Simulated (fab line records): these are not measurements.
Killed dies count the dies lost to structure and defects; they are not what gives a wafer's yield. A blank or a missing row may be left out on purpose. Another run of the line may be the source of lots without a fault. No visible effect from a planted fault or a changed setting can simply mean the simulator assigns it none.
fab line records ; flow nand_harc
[record] lots = 15; wafers = 45; last_day = 24
route steps=1159 shown P_CONTACT@252 P_M0@266
lots that met no fault: from a run of the same line without faults
start_h: hours from the record's first day to the start of the lot's first wafer shown ; wait_h: hours elapsed since this lot's preceding step ; " as in the row above ; L1.1+2: one row covering several wafers at once ; - either no value or no given start ; * or withheld: withheld ; < > ~ a bound
route shown NAME@n: names a module that has steps shown in the file, with the first one's number in the route ; usual: mean and standard deviation over wafers with no fault ; same: alike in all rows ; chamber/n: place in a boat ; sites: per-site readings ; _std_site: standard deviation of those values ; _edge_site: outer sites' mean less inner sites' ; radius_mm: how far each site lies from the wafer's centre ; mask NAME#n: copy n ; behind: the tool/chamber that last shaped the wafer ; hold: why the lot went on hold/how many hours it stayed there/how the hold came to an end ; device: the transistor (n, p or np) that didn't switch ; end of line: the tests these same wafers got at the end of their route ; step lacking rows: just its recipe ; killed: at the first sort, the dies lost to defects and structure; wafer yield is something else ; map: a wafer's dies, x killed, . not, _ none there
set.NAME: the setting that was run; set.NAME@STEP: the one run at that earlier step ; model.NAME: the simulator's own value behind a step, which no gauge read
steps of the route over a sample of lots; a table a step, a row a wafer
services: the hour from which a tool's chamber was out of use, counted from the record's first day as start_h (under 0 if before that day), plus the number of hours and why
[[steps]]
[step NHARC_P_CONTACT_INSPECT_27]
[usual] raw_defect_count = 288/130
lot.wafer;tool;chamber;start_h;wait_h;raw_defect_count
L874.1;defect_inspect-02;-;129.04;0.1;226
L874.2;defect_inspect-02;-;129.04;0.1;315
L874.6;defect_inspect-02;-;129.04;0.1;339
L875.1;defect_inspect-01;-;133.10;0.1;177
L875.3;defect_inspect-01;-;133.10;0.1;189
L875.5;defect_inspect-01;-;133.10;0.1;283
L877.2;defect_inspect-01;-;138.08;0.1;357
L877.4;defect_inspect-01;-;138.08;0.1;197
L877.5;defect_inspect-01;-;138.08;0.1;384
L878.2;defect_inspect-02;-;147.15;0.1;290
L878.5;defect_inspect-02;-;147.15;0.1;460
L878.6;defect_inspect-02;-;147.15;0.1;505
L879.3;defect_inspect-02;-;147.69;0.1;190
L879.4;defect_inspect-02;-;147.69;0.1;208
L879.5;defect_inspect-02;-;147.69;0.1;142
L883.3;defect_inspect-01;-;166.19;0.1;172
L883.5;defect_inspect-01;-;166.19;0.1;136
L883.6;defect_inspect-01;-;166.19;0.1;156
L882.1;defect_inspect-02;-;166.73;0.1;165
L882.4;defect_inspect-02;-;166.73;0.1;256
L882.6;defect_inspect-02;-;166.73;0.1;191
L884.2;defect_inspect-02;-;169.58;0.1;206
L884.4;defect_inspect-02;-;169.58;0.1;195
L884.5;defect_inspect-02;-;169.58;0.1;355
L885.3;defect_inspect-02;-;178.15;0.1;254
L885.4;defect_inspect-02;-;178.15;0.1;276
L885.6;defect_inspect-02;-;178.15;0.1;242
L886.2;defect_inspect-01;-;193.66;0.1;621
L886.4;defect_inspect-01;-;193.66;0.1;272
L886.5;defect_inspect-01;-;193.66;0.1;438
L893.2;defect_inspect-01;-;231.03;0.1;201
L893.4;defect_inspect-01;-;231.03;0.1;293
L893.5;defect_inspect-01;-;231.03;0.1;284
L895.2;defect_inspect-01;-;239.48;0.1;278
L895.5;defect_inspect-01;-;239.48;0.1;345
L895.6;defect_inspect-01;-;239.48;0.1;247
L896.1;defect_inspect-01;-;240.12;0.1;718
L896.3;defect_inspect-01;-;240.12;0.1;929
L896.5;defect_inspect-01;-;240.12;0.1;480
L894.3;defect_inspect-02;-;242.39;0.1;219
L894.4;defect_inspect-02;-;242.39;0.1;198
L894.5;defect_inspect-02;-;242.39;0.1;225
L897.1;defect_inspect-01;-;251.51;0.1;177
L897.2;defect_inspect-01;-;251.51;0.1;176
L897.5;defect_inspect-01;-;251.51;0.1;261
[step NHARC_P_M0_DESCUM_14]
[recipe] time_s = 3; o2_flow_sccm = 200; ar_flow_sccm = 0; bias_power_w = 0; chemistry = O2
[usual] drypump_motor_current_A = 5.7/0.33; oes_product_au = 0.997/0.009; rf_vpp_V = 58.1/0.9; showerhead_plenum_p_Torr = 1.97/0.083; throttle_valve_pct = 11.310/0.0086
lot.wafer;tool;chamber;start_h;wait_h;drypump_motor_current_A;oes_product_au;rf_hours_counter_h;rf_vpp_V;showerhead_plenum_p_Torr;throttle_valve_pct
L874.1;rie_diel-07;1;130.00;0.1;5.2;0.997;3.3;60.0;2.06;11.310
L874.2;rie_diel-07;3;130.00;0.1;5.4;0.995;4.0;57.1;1.82;11.313
L874.6;rie_diel-07;2;130.00;0.1;5.4;1.001;-;57.6;2.07;11.321
L875.1;rie_diel-07;3;134.18;0.1;5.4;0.996;4.3;57.6;1.82;11.295
L875.3;rie_diel-07;0;134.18;0.1;5.8;1.003;3.8;58.6;1.94;11.316
L875.5;rie_diel-07;3;134.18;0.1;5.4;0.998;-;56.8;1.82;11.303
L877.2;rie_diel-10;0;139.09;0.1;5.7;0.993;8.0;56.9;1.83;11.312
L877.4;rie_diel-10;3;139.09;0.1;5.2;1.008;-;56.3;2.00;11.303
L877.5;rie_diel-10;0;139.09;0.1;5.6;0.987;-;58.3;1.83;11.310
L878.2;rie_diel-10;0;148.27;0.1;5.7;0.998;9.2;57.3;1.83;11.310
L878.5;rie_diel-10;1;148.27;0.1;5.9;0.985;-;59.3;2.05;11.313
L878.6;rie_diel-10;2;148.27;0.1;6.3;0.979;-;57.7;2.05;11.304
L879.3;rie_diel-10;3;148.80;0.1;5.2;1.013;8.6;58.8;2.00;11.321
L879.4;rie_diel-10;0;148.80;0.1;5.6;0.997;9.2;57.3;1.83;11.310
L879.5;rie_diel-10;3;148.80;0.1;5.2;1.007;-;57.8;2.00;11.314
L883.3;rie_diel-02;0;167.32;0.1;6.2;1.008;0.8;58.3;2.00;11.309
L883.6;rie_diel-02;1;167.32;0.1;5.6;1.003;-;58.5;1.95;11.307
L883.5;rie_diel-02;0;167.32;0.1;6.2;1.003;-;57.1;2.00;11.302
L882.1;rie_diel-02;0;167.85;0.1;6.2;1.001;0.8;57.5;2.00;11.317
L882.6;rie_diel-02;0;167.85;0.1;6.2;1.006;-;58.5;2.00;11.303
L882.4;rie_diel-02;1;167.85;0.1;5.6;1.011;-;58.7;1.95;11.311
L884.2;rie_diel-10;1;170.69;0.1;5.9;0.987;10.6;59.2;2.04;11.310
L884.4;rie_diel-10;2;170.69;0.1;6.3;0.987;9.1;59.3;2.05;11.328
L884.5;rie_diel-10;0;170.69;0.1;5.6;1.002;-;56.8;1.83;11.301
L885.3;rie_diel-02;0;179.23;0.1;6.2;1.004;1.8;58.9;2.00;11.308
L885.4;rie_diel-02;3;179.23;0.1;5.7;1.010;1.8;57.8;1.91;11.299
L885.6;rie_diel-02;0;179.23;0.1;6.2;1.009;-;58.6;2.00;11.305
L886.4;rie_diel-07;1;194.75;0.1;5.3;0.992;7.5;58.5;2.06;11.298
L886.2;rie_diel-07;0;194.75;0.1;5.8;1.016;7.2;58.7;1.94;11.321
L886.5;rie_diel-07;1;194.75;0.1;5.2;0.993;-;57.6;2.06;11.300
L893.4;rie_diel-10;3;232.25;0.1;5.2;1.006;3.3;59.1;1.99;11.303
L893.2;rie_diel-10;1;232.25;0.1;5.9;0.984;3.5;57.2;2.04;11.306
L893.5;rie_diel-10;2;232.25;0.1;6.3;0.987;-;58.0;2.05;11.305
L895.2;rie_diel-02;1;240.76;0.1;5.6;0.989;6.2;57.8;1.94;11.312
L895.6;rie_diel-02;0;240.76;0.1;6.2;0.989;-;57.9;2.00;11.312
L895.5;rie_diel-02;1;240.76;0.1;5.7;0.987;-;59.1;1.94;11.295
L896.3;rie_diel-10;1;241.21;0.1;5.9;0.992;4.2;58.2;2.04;11.310
L896.1;rie_diel-10;3;241.21;0.1;5.2;1.008;4.2;57.7;1.99;11.308
L896.5;rie_diel-10;1;241.21;0.1;5.9;0.986;-;56.8;2.04;11.310
L894.4;rie_diel-02;0;243.38;0.1;6.2;0.999;6.0;58.7;2.00;11.319
L894.3;rie_diel-02;2;243.38;0.1;5.9;1.006;4.8;59.2;1.98;11.292
L894.5;rie_diel-02;1;243.38;0.1;5.6;0.996;-;57.3;1.94;11.303
L897.1;rie_diel-10;2;252.51;0.1;6.3;0.992;3.8;58.2;2.05;11.320
L897.2;rie_diel-10;3;252.51;0.1;5.2;0.986;5.0;59.3;1.99;11.307
L897.5;rie_diel-10;1;252.51;0.1;5.9;0.984;-;59.5;2.04;11.307
[step NHARC_P_M0_ETCH_15]
[recipe] target_depth_a = 1500; overetch_a = 150; time_s = 82.5; c4f8_flow_sccm = withheld; ar_flow_sccm = 400; rf_w = 600; bias_w = 300; chemistry = C4F8/Ar
[usual] oes_product_au = 0.953/0.019; rf_vpp_V = 442.4/2.6
lot.wafer;tool;chamber;start_h;wait_h;oes_product_au;rf_hours_counter_h;rf_vpp_V
L874.2;rie_diel-07;2;-;-;0.964;3.8;446.5
L874.1;rie_diel-07;3;-;-;0.963;4.0;437.2
L874.6;rie_diel-07;2;-;-;0.960;-;446.2
L875.3;rie_diel-07;1;-;-;0.924;3.9;445.7
L875.1;rie_diel-07;2;-;-;0.930;4.3;444.8
L875.5;rie_diel-07;0;-;-;0.920;-;442.6
L877.2;rie_diel-10;0;-;-;0.958;8.0;439.8
L877.4;rie_diel-10;1;-;-;0.955;-;444.8
L877.5;rie_diel-10;3;-;-;0.971;-;443.3
L878.2;rie_diel-10;1;-;-;0.947;9.3;443.5
L878.5;rie_diel-10;0;-;-;0.976;-;437.4
L878.6;rie_diel-10;1;-;-;0.954;-;444.1
L879.4;rie_diel-10;0;-;-;0.954;9.3;438.4
L879.3;rie_diel-10;1;-;-;0.968;9.4;443.1
L879.5;rie_diel-10;2;-;-;0.961;-;445.0
L883.3;rie_diel-02;1;-;-;0.962;0.8;442.6
L883.5;rie_diel-02;1;-;-;0.957;-;441.8
L883.6;rie_diel-02;3;-;-;0.958;-;440.2
L882.1;rie_diel-02;1;-;-;0.960;0.9;442.2
L882.6;rie_diel-02;3;-;-;0.963;-;441.7
L882.4;rie_diel-02;1;-;-;0.962;-;440.8
L884.2;rie_diel-10;3;-;-;0.990;9.7;441.9
L884.4;rie_diel-10;2;-;-;0.972;9.1;445.1
L884.5;rie_diel-10;3;-;-;0.966;-;443.4
L885.4;rie_diel-02;1;-;-;0.958;1.8;441.2
L885.3;rie_diel-02;0;-;-;0.959;1.8;443.0
L885.6;rie_diel-02;1;-;-;0.959;-;441.6
L886.4;rie_diel-07;2;-;-;0.928;9.3;446.7
L886.2;rie_diel-07;3;-;-;0.921;8.4;437.7
L886.5;rie_diel-07;1;-;-;0.916;-;446.1
L893.4;rie_diel-10;1;-;-;0.960;3.5;444.5
L893.2;rie_diel-10;2;-;-;0.952;2.0;444.5
L893.5;rie_diel-10;3;-;-;0.952;-;443.4
L895.2;rie_diel-02;0;-;-;0.953;5.9;442.1
L895.6;rie_diel-02;0;-;-;0.953;-;443.3
L895.5;rie_diel-02;1;-;-;0.951;-;441.6
L896.3;rie_diel-10;1;-;-;0.945;4.2;443.9
L896.1;rie_diel-10;0;-;-;0.991;4.0;437.6
L896.5;rie_diel-10;1;-;-;0.936;-;445.4
L894.4;rie_diel-02;1;-;-;0.948;6.3;441.1
L894.3;rie_diel-02;2;-;-;0.981;4.8;444.0
L894.5;rie_diel-02;1;-;-;0.948;-;441.5
L897.1;rie_diel-10;1;-;-;0.950;5.1;444.5
L897.2;rie_diel-10;2;-;-;0.973;3.8;446.3
L897.5;rie_diel-10;2;-;-;0.971;-;445.4
[step NHARC_P_M0_PVD_21]
[recipe] target_thk_a = 300; chamber_pressure_pa = 5; power_w = 5000; substrate_temp_c = 30; time_s = 20.49; material = Cu
[usual] cathode_dc_power_W = 5000.0/0.89; chamber_pressure_pa = 5.000/0.0097; throttle_valve_pct = 30.1/1.6
lot.wafer;tool;chamber;start_h;wait_h;cathode_dc_power_W;chamber_pressure_pa;throttle_valve_pct
L874.1;pvd_sputter-01;-;131.17;-;5000.1;5.012;31.9
L874.2;pvd_sputter-01;-;131.17;-;4999.5;5.002;30.7
L874.6;pvd_sputter-01;-;131.17;-;4999.1;5.003;31.8
L875.1;pvd_sputter-01;-;135.35;-;4999.7;5.003;31.6
L875.3;pvd_sputter-01;-;135.35;-;4998.9;5.003;29.3
L875.5;pvd_sputter-01;-;135.35;-;5000.7;5.001;32.2
L877.2;pvd_sputter-03;-;140.31;-;5000.6;4.997;31.5
L877.4;pvd_sputter-03;-;140.31;-;4998.9;5.019;31.9
L877.5;pvd_sputter-03;-;140.31;-;5000.2;5.005;31.4
L878.2;pvd_sputter-02;-;149.40;-;4999.1;4.996;28.7
L878.6;pvd_sputter-02;-;149.40;-;5001.0;5.018;29.0
L878.5;pvd_sputter-02;-;149.40;-;4999.7;4.996;28.8
L879.3;pvd_sputter-03;-;149.96;-;5000.3;4.998;31.1
L879.4;pvd_sputter-03;-;149.96;-;4999.2;5.002;28.6
L879.5;pvd_sputter-03;-;149.96;-;5001.1;4.985;30.1
L883.3;pvd_sputter-01;-;168.48;-;5000.2;4.998;31.0
L883.5;pvd_sputter-01;-;168.48;-;5000.2;4.993;30.8
L883.6;pvd_sputter-01;-;168.48;-;5001.2;5.000;32.3
L882.1;pvd_sputter-02;-;169.10;-;-;-;-
L882.4;pvd_sputter-02;-;169.10;-;-;-;-
L882.6;pvd_sputter-02;-;169.10;-;-;-;-
L884.2;pvd_sputter-03;-;171.83;-;-;-;-
L884.4;pvd_sputter-03;-;171.83;-;-;-;-
L884.5;pvd_sputter-03;-;171.83;-;-;-;-
L885.4;pvd_sputter-01;-;180.38;-;-;-;-
L885.3;pvd_sputter-01;-;180.38;-;-;-;-
L885.6;pvd_sputter-01;-;180.38;-;-;-;-
L886.2;pvd_sputter-02;-;195.98;-;4997.1;4.989;28.8
L886.4;pvd_sputter-02;-;195.98;-;5002.4;5.005;26.5
L886.5;pvd_sputter-02;-;195.98;-;4999.7;4.991;29.0
L893.2;pvd_sputter-03;-;233.40;-;5000.2;5.004;28.8
L893.4;pvd_sputter-03;-;233.40;-;5000.2;5.031;29.6
L893.5;pvd_sputter-03;-;233.40;-;4999.1;4.999;31.4
L895.2;pvd_sputter-01;-;241.93;-;5000.3;4.993;31.8
L895.6;pvd_sputter-01;-;241.93;-;4999.6;5.000;31.3
L895.5;pvd_sputter-01;-;241.93;-;5000.4;5.001;32.3
L896.3;pvd_sputter-03;-;242.35;-;4999.9;4.988;30.1
L896.1;pvd_sputter-03;-;242.35;-;5000.0;4.997;31.4
L896.5;pvd_sputter-03;-;242.35;-;5000.2;5.012;31.7
L894.4;pvd_sputter-02;-;244.54;-;5000.8;4.988;26.7
L894.3;pvd_sputter-02;-;244.54;-;5000.0;5.012;29.6
L894.5;pvd_sputter-02;-;244.54;-;5000.5;5.010;26.3
L897.2;pvd_sputter-02;-;253.64;-;4999.6;4.982;26.5
L897.1;pvd_sputter-02;-;253.64;-;5000.9;5.008;29.4
L897.5;pvd_sputter-02;-;253.64;-;5000.5;4.988;29.5
[[services]]
tool;chamber;start_h;hours;kind
rie_diel-10;0;106.58;-;clean
rie_diel-10;1;106.58;-;clean
rie_diel-10;2;106.58;-;clean
rie_diel-10;3;106.58;-;clean
rie_diel-10;2;112.53;4.0;repair
pvd_sputter-01;-;114.58;3.1;repair
pvd_sputter-03;-;121.23;1.4;repair
rie_diel-02;2;125.84;5.7;repair
rie_diel-10;0;131.08;-;clean
rie_diel-10;1;131.08;-;clean
rie_diel-10;2;131.08;-;clean
rie_diel-10;3;131.08;-;clean
rie_diel-10;2;134.76;5.2;repair
pvd_sputter-01;-;140.29;1.6;repair
rie_diel-02;-;150.70;9.0;pm
rie_diel-10;0;155.58;-;clean
rie_diel-10;1;155.58;-;clean
pvd_sputter-01;-;158.02;10.0;pm
rie_diel-07;3;176.04;5.4;repair
rie_diel-10;-;176.50;9.0;pm
rie_diel-10;2;191.69;14.2;repair
pvd_sputter-02;-;214.00;10.0;pm
pvd_sputter-03;-;227.85;3.2;repair
rie_diel-07;-;228.20;9.0;pm
[[key]]
[first_sign] step = NHARC_P_M0_PVD_21; reading = tool_record; direction = missing
effect none on later readings
met_at NHARC_P_M0_PVD_21
struck_lots L882,L884,L885
later_rows_left_out L882.1,L882.4,L882.6,L884.2,L884.4,L884.5,L885.3,L885.4,L885.6
sort_left_out L882.1,L882.4,L882.6,L884.2,L884.4,L884.5,L885.3,L885.4,L885.6
not_acting_at NHARC_P_CONTACT_INSPECT_27,NHARC_P_M0_DESCUM_14,NHARC_P_M0_ETCH_15
onset_between 168.48 169.10
[fault] kind = skipped_step_whole; tool = pvd_sputter-01,pvd_sputter-02,pvd_sputter-03; chamber = -; onset_h = 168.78; steps = NHARC_P_M0_PVD_21; scope = struck_lots_only
// sort_left_out: the simulated sort isn't trusted on such a fault, so these wafers' sort isn't shown, and their yield isn't known
// later_rows_left_out: the simulator's readings of these wafers behind a module that went badly wrong aren't trusted and aren't shown, but for the sort
